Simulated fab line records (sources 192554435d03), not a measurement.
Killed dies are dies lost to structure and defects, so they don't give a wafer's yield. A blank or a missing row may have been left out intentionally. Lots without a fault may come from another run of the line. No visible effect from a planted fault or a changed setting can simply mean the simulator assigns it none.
fab line records + flow n5-finfet
record:
- lots: 12
- wafers: 36
- last-day: 18
route steps=1938 shown BEOL_M6@1249 BEOL_M7@1270
lots that met no fault: from a run of the same line without faults
start-h: hours from the record's first day to the start of the lot's first wafer shown + wait-h: hours from the lot's prior step to this one + " same as the row above + L1.1+2: a single row standing in for several wafers + - no value present, or no start provided + * or withheld: withheld + < > ~ a bound
route shown NAME@n: a module of which the file shows steps, and the number in the route of the first + usual: mean/standard deviation of fault-free wafers + same: alike in all rows + chamber/n: place in a boat + sites: each site's reading + _std_site: standard deviation across them + _edge_site: inner sites' mean taken away from outer sites' mean + radius-mm: for every site, how far away it sits from the centre of the wafer + mask NAME#n: copy n + behind: tool/chamber where the wafer was last shaped + hold: reason for holding the lot/hours on hold/outcome of the hold + device: names the non-switching transistor (n, p or np) + end of line: the route-end tests of the same wafers + where a step has no rows: the recipe by itself + killed: dies lost to structure and defects at the first sort, not the wafer's yield + map: shows each die of a wafer: x if killed, . if not, _ if none is there
set.NAME: the setting that was run; set.NAME@STEP: the one run at that earlier step + model.NAME: the simulator's own value behind a step, which no gauge read
steps of the route over a sample of lots; a table a step, a row a wafer
services: from which hour (start-h, from the record's first day; less than 0 if before it) a tool's chamber was out of use, for how many hours, and why
== steps ==
step: N5_BEOL_M6_DEGAS_44
recipe:
- ambient: vacuum
- temp-c: 250
- time-s: 60
usual:
- heater-power-w: 338/36
| lot.wafer | tool           | chamber | start-h | wait-h | heater-power-w |
|-----------|----------------|---------|---------|--------|----------------|
| L780.2    | pvd-sputter-01 | -       | 180.95  | 0.3    | 309            |
| L780.3    | "              | -       | "       | "      | 301            |
| L780.5    | "              | -       | "       | "      | 301            |
| L782.2    | pvd-sputter-03 | -       | 191.65  | 0.2    | 385            |
| L782.4    | "              | -       | "       | "      | 395            |
| L782.5    | "              | -       | "       | "      | 281            |
| L781.3    | pvd-sputter-02 | -       | 191.69  | 0.2    | 315            |
| L781.5    | "              | -       | "       | "      | 357            |
| L781.6    | "              | -       | "       | "      | 332            |
| L783.2    | pvd-sputter-03 | -       | 207.65  | 0.5    | 383            |
| L783.4    | "              | -       | "       | "      | 396            |
| L783.5    | "              | -       | "       | "      | 278            |
| L788.1    | pvd-sputter-02 | -       | 245.32  | 0.4    | 350            |
| L788.3    | "              | -       | "       | "      | 308            |
| L788.4    | "              | -       | "       | "      | 347            |
| L789.1    | pvd-sputter-03 | -       | 252.86  | 0.6    | 387            |
| L789.3    | "              | -       | "       | "      | 374            |
| L789.6    | "              | -       | "       | "      | 397            |
| L793.3    | pvd-sputter-03 | -       | 279.06  | 0.3    | 384            |
| L793.5    | "              | -       | "       | "      | 390            |
| L793.6    | "              | -       | "       | "      | 273            |
| L795.3    | pvd-sputter-03 | -       | 290.66  | 0.7    | 279            |
| L795.5    | "              | -       | "       | "      | 382            |
| L795.6    | "              | -       | "       | "      | 391            |
| L798.1    | pvd-sputter-02 | -       | 306.47  | 0.4    | 337            |
| L798.2    | "              | -       | "       | "      | 355            |
| L798.6    | "              | -       | "       | "      | 337            |
| L799.1    | pvd-sputter-01 | -       | 309.98  | 0.5    | 380            |
| L799.3    | "              | -       | "       | "      | 309            |
| L799.6    | "              | -       | "       | "      | 310            |
| L800.1    | pvd-sputter-02 | -       | 312.01  | 1.2    | 342            |
| L800.3    | "              | -       | "       | "      | 348            |
| L800.4    | "              | -       | "       | "      | 307            |
| L802.1    | pvd-sputter-03 | -       | 338.46  | 0.8    | 272            |
| L802.5    | "              | -       | "       | "      | 278            |
| L802.6    | "              | -       | "       | "      | 387            |
step: N5_BEOL_M6_SURFACE_TREAT_79
recipe:
- gas: Ar
- time-s: *
- ion-energy-ev: *
- ion-current-ma-cm2: 0.5
- pressure-mtorr: *
- ar-flow-sccm: 30
usual:
- throttle-valve-pct: *
| lot.wafer | tool           | chamber | start-h | wait-h | throttle-valve-pct |
|-----------|----------------|---------|---------|--------|--------------------|
| L780.2    | pvd-sputter-02 | -       | 182.61  | 1.2    | *                  |
| L780.3    | "              | -       | "       | "      | *                  |
| L780.5    | "              | -       | "       | "      | *                  |
| L782.2    | pvd-sputter-02 | -       | 192.15  | 0.3    | *                  |
| L782.4    | "              | -       | "       | "      | *                  |
| L782.5    | "              | -       | "       | "      | *                  |
| L781.3    | pvd-sputter-01 | -       | 192.16  | 0.2    | *                  |
| L781.5    | "              | -       | "       | "      | *                  |
| L781.6    | "              | -       | "       | "      | *                  |
| L783.2    | pvd-sputter-02 | -       | 208.24  | 0.2    | *                  |
| L783.4    | "              | -       | "       | "      | *                  |
| L783.5    | "              | -       | "       | "      | *                  |
| L788.1    | pvd-sputter-02 | -       | 245.94  | 0.2    | *                  |
| L788.3    | "              | -       | "       | "      | *                  |
| L788.4    | "              | -       | "       | "      | *                  |
| L789.1    | pvd-sputter-02 | -       | 253.46  | 0.4    | *                  |
| L789.3    | "              | -       | "       | "      | *                  |
| L789.6    | "              | -       | "       | "      | *                  |
| L793.3    | pvd-sputter-02 | -       | 279.46  | 0.2    | *                  |
| L793.5    | "              | -       | "       | "      | *                  |
| L793.6    | "              | -       | "       | "      | *                  |
| L795.3    | pvd-sputter-01 | -       | 292.22  | 1.1    | *                  |
| L795.5    | "              | -       | "       | "      | *                  |
| L795.6    | "              | -       | "       | "      | *                  |
| L798.1    | pvd-sputter-01 | -       | 306.89  | 0.2    | *                  |
| L798.2    | "              | -       | "       | "      | *                  |
| L798.6    | "              | -       | "       | "      | *                  |
| L799.1    | pvd-sputter-01 | -       | 310.66  | 0.4    | *                  |
| L799.3    | "              | -       | "       | "      | *                  |
| L799.6    | "              | -       | "       | "      | *                  |
| L800.1    | pvd-sputter-03 | -       | 312.42  | 0.2    | *                  |
| L800.3    | "              | -       | "       | "      | *                  |
| L800.4    | "              | -       | "       | "      | *                  |
| L802.1    | pvd-sputter-03 | -       | 339.16  | 0.5    | *                  |
| L802.5    | "              | -       | "       | "      | *                  |
| L802.6    | "              | -       | "       | "      | *                  |
step: N5_BEOL_M6_RS_MEAS_57
recipe:
- thk-meas-gauge: four-point-probe
- reads: Cu_of_BEOL_M6_ECD_50+Co_of_BEOL_M6_CVD_78+TaN_of_BEOL_M6_ALD_77
usual:
- M6_RS: 0.286/0.0065
| lot.wafer | tool          | chamber | start-h | wait-h | M6_RS[ohm/sq] |
|-----------|---------------|---------|---------|--------|---------------|
| L780.2    | film-metro-01 | -       | 183.89  | 0.1    | 0.284         |
| L780.3    | "             | -       | "       | "      | 0.278         |
| L780.5    | "             | -       | "       | "      | 0.282         |
| L781.3    | film-metro-01 | -       | 193.74  | 0.1    | 0.281         |
| L781.5    | "             | -       | "       | "      | 0.283         |
| L781.6    | "             | -       | "       | "      | 0.278         |
| L782.2    | film-metro-01 | -       | 193.80  | 0.1    | 0.286         |
| L782.4    | "             | -       | "       | "      | 0.286         |
| L782.5    | "             | -       | "       | "      | 0.285         |
| L783.2    | film-metro-02 | -       | 209.88  | 0.1    | 0.272         |
| L783.4    | "             | -       | "       | "      | 0.283         |
| L783.5    | "             | -       | "       | "      | 0.275         |
| L788.1    | film-metro-01 | -       | 248.54  | 0.1    | 0.289         |
| L788.3    | "             | -       | "       | "      | 0.280         |
| L788.4    | "             | -       | "       | "      | 0.279         |
| L789.1    | film-metro-02 | -       | 254.78  | 0.1    | 0.283         |
| L789.3    | "             | -       | "       | "      | 0.288         |
| L789.6    | "             | -       | "       | "      | 0.278         |
| L793.3    | film-metro-01 | -       | 281.62  | 0.1    | 0.289         |
| L793.5    | "             | -       | "       | "      | 0.288         |
| L793.6    | "             | -       | "       | "      | 0.279         |
| L795.3    | film-metro-02 | -       | 293.63  | 0.1    | 0.288         |
| L795.5    | "             | -       | "       | "      | 0.283         |
| L795.6    | "             | -       | "       | "      | 0.286         |
| L798.1    | film-metro-01 | -       | 308.31  | 0.1    | 0.285         |
| L798.2    | "             | -       | "       | "      | 0.283         |
| L798.6    | "             | -       | "       | "      | 0.283         |
| L799.1    | film-metro-01 | -       | 311.80  | 0.1    | 0.285         |
| L799.3    | "             | -       | "       | "      | 0.293         |
| L799.6    | "             | -       | "       | "      | 0.288         |
| L800.1    | film-metro-02 | -       | 313.69  | 0.1    | 0.290         |
| L800.3    | "             | -       | "       | "      | 0.287         |
| L800.4    | "             | -       | "       | "      | 0.289         |
| L802.1    | film-metro-01 | -       | 340.85  | 0.1    | 0.279         |
| L802.5    | "             | -       | "       | "      | 0.283         |
| L802.6    | "             | -       | "       | "      | 0.281         |
step: N5_BEOL_M7_COAT_05
recipe:
- resist: CAR-ArF
- spin-rpm: 1500
- resist-thk-nm: 90
usual:
- spin-speed-rpm: 1500.1/0.91
| lot.wafer | tool           | chamber | start-h | wait-h | spin-speed-rpm |
|-----------|----------------|---------|---------|--------|----------------|
| L780.2    | litho-track-04 | 0       | 186.89  | -      | 1499.4         |
| L780.3    | "              | 0       | "       | "      | 1499.5         |
| L780.5    | "              | 0       | "       | "      | 1499.4         |
| L781.3    | litho-track-02 | 0       | 196.47  | -      | 1499.1         |
| L781.5    | "              | 0       | "       | "      | 1497.9         |
| L781.6    | "              | 0       | "       | "      | 1498.7         |
| L782.2    | litho-track-04 | 0       | 196.57  | -      | 1501.2         |
| L782.4    | "              | 0       | "       | "      | 1499.8         |
| L782.5    | "              | 0       | "       | "      | 1499.9         |
| L783.2    | litho-track-03 | 0       | 213.16  | -      | 1500.5         |
| L783.4    | "              | 0       | "       | "      | 1501.5         |
| L783.5    | "              | 0       | "       | "      | 1500.3         |
| L788.1    | litho-track-02 | 0       | 250.23  | -      | 1464.7         |
| L788.3    | "              | 0       | "       | "      | 1464.5         |
| L788.4    | "              | 0       | "       | "      | 1466.3         |
| L789.1    | litho-track-02 | 0       | 256.13  | -      | 1464.2         |
| L789.3    | "              | 0       | "       | "      | 1464.0         |
| L789.6    | "              | 0       | "       | "      | 1463.9         |
| L793.3    | litho-track-04 | 0       | 283.59  | -      | 1501.2         |
| L793.5    | "              | 0       | "       | "      | 1500.4         |
| L793.6    | "              | 0       | "       | "      | 1501.4         |
| L795.3    | litho-track-04 | 0       | 294.95  | -      | 1501.5         |
| L795.5    | "              | 0       | "       | "      | 1499.9         |
| L795.6    | "              | 0       | "       | "      | 1501.0         |
| L798.1    | litho-track-04 | 0       | 309.63  | -      | 1499.6         |
| L798.2    | "              | 0       | "       | "      | 1500.1         |
| L798.6    | "              | 0       | "       | "      | 1499.5         |
| L799.1    | litho-track-03 | 0       | 313.27  | -      | 1500.0         |
| L799.3    | "              | 0       | "       | "      | 1500.2         |
| L799.6    | "              | 0       | "       | "      | 1500.6         |
| L800.1    | litho-track-04 | 0       | 315.62  | -      | 1499.1         |
| L800.3    | "              | 0       | "       | "      | 1500.3         |
| L800.4    | "              | 0       | "       | "      | 1501.3         |
| L802.1    | litho-track-02 | 0       | 342.30  | -      | 1499.1         |
| L802.5    | "              | 0       | "       | "      | 1499.7         |
| L802.6    | "              | 0       | "       | "      | 1499.6         |
== services ==
| tool           | chamber | start-h | hours | kind                      |
|----------------|---------|---------|-------|---------------------------|
| pvd-sputter-02 | -       | 174.26  | 5.0   | repair                    |
| litho-track-02 | -       | 180.95  | -     | consumable-replace:filter |
== key ==
first-sign:
- step: N5_BEOL_M7_COAT_05
- reading: spin-speed-rpm
- direction: down
- sigmas: 39
- usual: *
- struck: *
effect none on later readings
met-at N5_BEOL_M7_COAT_05
struck-lots L788,L789
not-acting-at N5_BEOL_M6_DEGAS_44,N5_BEOL_M6_SURFACE_TREAT_79,N5_BEOL_M6_RS_MEAS_57
onset-between 196.47 250.23
fault:
- kind: process-parameter-drift
- tool: litho-track-02
- chamber: -
- onset-h: 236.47
- steps: N5_BEOL_M7_COAT_05
- channel: spin-rpm
- offset: *
- shape: step
- end-h: 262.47
- acts-in: *
- stated: *
